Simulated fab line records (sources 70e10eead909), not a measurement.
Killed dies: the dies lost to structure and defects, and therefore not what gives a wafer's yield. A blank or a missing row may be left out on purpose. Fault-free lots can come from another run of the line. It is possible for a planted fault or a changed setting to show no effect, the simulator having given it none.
Chamber matching + flow nandHarc + pecvd-04 running NHARC_A_CHANNEL_HOLE_D1_DEP_01: 3 sister chambers
The step deposits SiON, target thk 140 nm. 14 wafers are shown with their chamber, then 7 later ones without.

## WAFERS WITH THEIR CHAMBER
| wafer  | chamber | heaterPowerW (W) | susceptorTempC (C) |
|--------|---------|------------------|--------------------|
| L472.1 | 1       | 852              | 400.26             |
| L472.3 | 2       | 885              | 399.80             |
| L472.4 | 2       | 875              | 399.92             |
| L473.2 | 0       | 754              | 400.09             |
| L473.5 | 0       | 773              | 400.05             |
| L473.6 | 1       | 846              | 400.08             |
| L474.1 | 2       | 913              | 400.06             |
| L474.2 | 1       | 846              | 400.21             |
| L474.4 | 0       | 747              | 399.86             |
| L477.1 | 2       | 892              | 400.17             |
| L477.4 | 0       | 763              | 399.77             |
| L477.6 | 1       | 871              | 400.07             |
| L478.1 | 2       | 768              | 399.88             |
| L478.4 | 2       | 795              | 400.24             |

SIGNATURES (means of the wafers above)
| reading        | chamber 0 | chamber 1 | chamber 2 | scatter within a chamber |
|----------------|-----------|-----------|-----------|--------------------------|
| heaterPowerW   | 759.25    | 853.75    | 854.67    | 40.5                     |
| susceptorTempC | 399.9425  | 400.1550  | 400.0117  | 0.15                     |
Rule: a wafer lies at a distance from a chamber equal to the root of the sum of squares, over the readings, of (its reading less the chamber's mean, divided by the reading's scatter). The wafer belongs to the nearest chamber; if the next one is less than 2 further off, it can't be placed. How the scatter is found: for the shown wafers, subtract from each reading the mean of its chamber, square and add these, divide the total by (wafers less chambers), then take the root.

## WAFERS WHOSE CHAMBER IS MISSING
| wafer  | heaterPowerW (W) | susceptorTempC (C) |
|--------|------------------|--------------------|
| L478.6 | 886              | 400.22             |
| L491.2 | 889              | 400.19             |
| L491.5 | 779              | 399.88             |
| L491.6 | 657              | 400.27             |
| L492.2 | 884              | 399.93             |
| L492.3 | 815              | 400.22             |
| L492.6 | 665              | 399.84             |

## WHICH CHAMBER EACH WENT THROUGH
| wafer  | from the rows above          | in truth |
|--------|------------------------------|----------|
| L478.6 | can't be placed: 1 or 2      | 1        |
| L491.2 | can't be placed: 1 or 2      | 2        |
| L491.5 | can't be placed: 0 or 2 or 1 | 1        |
| L491.6 | can't be placed: 0 or 1 or 2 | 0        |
| L492.2 | can't be placed: 2 or 1      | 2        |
| L492.3 | can't be placed: 1 or 2 or 0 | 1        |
| L492.6 | 0                            | 0        |
Correct placement for 1 of the 7. Can't be placed from these rows: 6 (the true chamber is among the candidates in 6). Wrongly placed: 0.
